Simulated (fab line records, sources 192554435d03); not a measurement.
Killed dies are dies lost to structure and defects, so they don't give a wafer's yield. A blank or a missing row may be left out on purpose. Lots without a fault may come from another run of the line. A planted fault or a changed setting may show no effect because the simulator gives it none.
Which tool did it? | flow n5_finfet | 12 lots, 36 wafers sampled, at 3 steps of a route of 1938

WHAT THE GAUGES READ, wafer by wafer
N5_BEOL_M10_RS_MEAS_57: measures by four-point-probe.
lot  | measured     | on            | M10_RS (ohm/sq)
L074 | day 10 08:13 | film_metro-01 | 0.149 0.153 0.146
L077 | day 10 20:04 | film_metro-02 | 0.154 0.153 0.154
L079 | day 11 11:49 | film_metro-01 | 0.147 0.147 0.150
L082 | day 12 09:26 | film_metro-02 | 0.149 0.148 0.150
L085 | day 12 17:22 | film_metro-02 | 0.152 0.153 0.149
L084 | day 12 18:31 | film_metro-01 | 0.153 0.157 0.154
L086 | day 14 03:40 | film_metro-01 | 0.153 0.155 0.157
L089 | day 14 18:32 | film_metro-02 | 0.152 0.154 0.151
L091 | day 15 01:14 | film_metro-02 | 0.151 0.151 0.148
L092 | day 15 06:03 | film_metro-02 | 0.155 0.150 0.157
L094 | day 16 09:22 | film_metro-02 | 0.157 0.153 0.151
L096 | day 16 23:07 | film_metro-01 | 0.145 0.146 0.140

WHICH TOOL RAN EACH LOT (tool, then ch and the chambers of the sampled wafers, then the start)
lot  | N5_BEOL_M10_PRE_CLEAN_45     | N5_BEOL_M10_SURFACE_TREAT_76
L074 | pvd_sputter-03, day 10 06:27 | pvd_sputter-01, day 10 06:53
L077 | pvd_sputter-02, day 10 18:07 | pvd_sputter-01, day 10 18:30
L079 | pvd_sputter-01, day 11 10:04 | pvd_sputter-03, day 11 10:25
L082 | pvd_sputter-02, day 12 07:16 | pvd_sputter-01, day 12 07:52
L085 | pvd_sputter-01, day 12 15:33 | pvd_sputter-03, day 12 16:05
L084 | pvd_sputter-03, day 12 16:15 | pvd_sputter-03, day 12 16:51
L086 | pvd_sputter-03, day 14 01:49 | pvd_sputter-02, day 14 02:13
L089 | pvd_sputter-02, day 14 16:36 | pvd_sputter-03, day 14 17:21
L091 | pvd_sputter-01, day 14 23:04 | pvd_sputter-02, day 15 00:01
L092 | pvd_sputter-02, day 15 04:14 | pvd_sputter-03, day 15 04:46
L094 | pvd_sputter-01, day 16 06:19 | pvd_sputter-01, day 16 06:44
L096 | pvd_sputter-02, day 16 20:13 | pvd_sputter-01, day 16 20:35
- N5_BEOL_M10_PRE_CLEAN_45: time 30 s.
- N5_BEOL_M10_SURFACE_TREAT_76

THE ANSWER, worked out from the rows above alone
Rule: what is usual is taken from the lots themselves. Put in order of their means at a reading, lots are off if they are a third of the lots or fewer, leave a main group of 4 or more, and stand apart from it by a gap of 3 or more times the standard deviation of the main group's means; of several such gaps the widest counts. A main group whose means are all the same, to the digits that the tables above print for the reading, isn't used. A lot without any number at a reading at which 4 lots or more have one is off too. The other lots that the step has rows for count as sound.
No lot is off at any reading shown: from this, nothing can be told.

WHAT THE SIMULATOR HAD PUT IN
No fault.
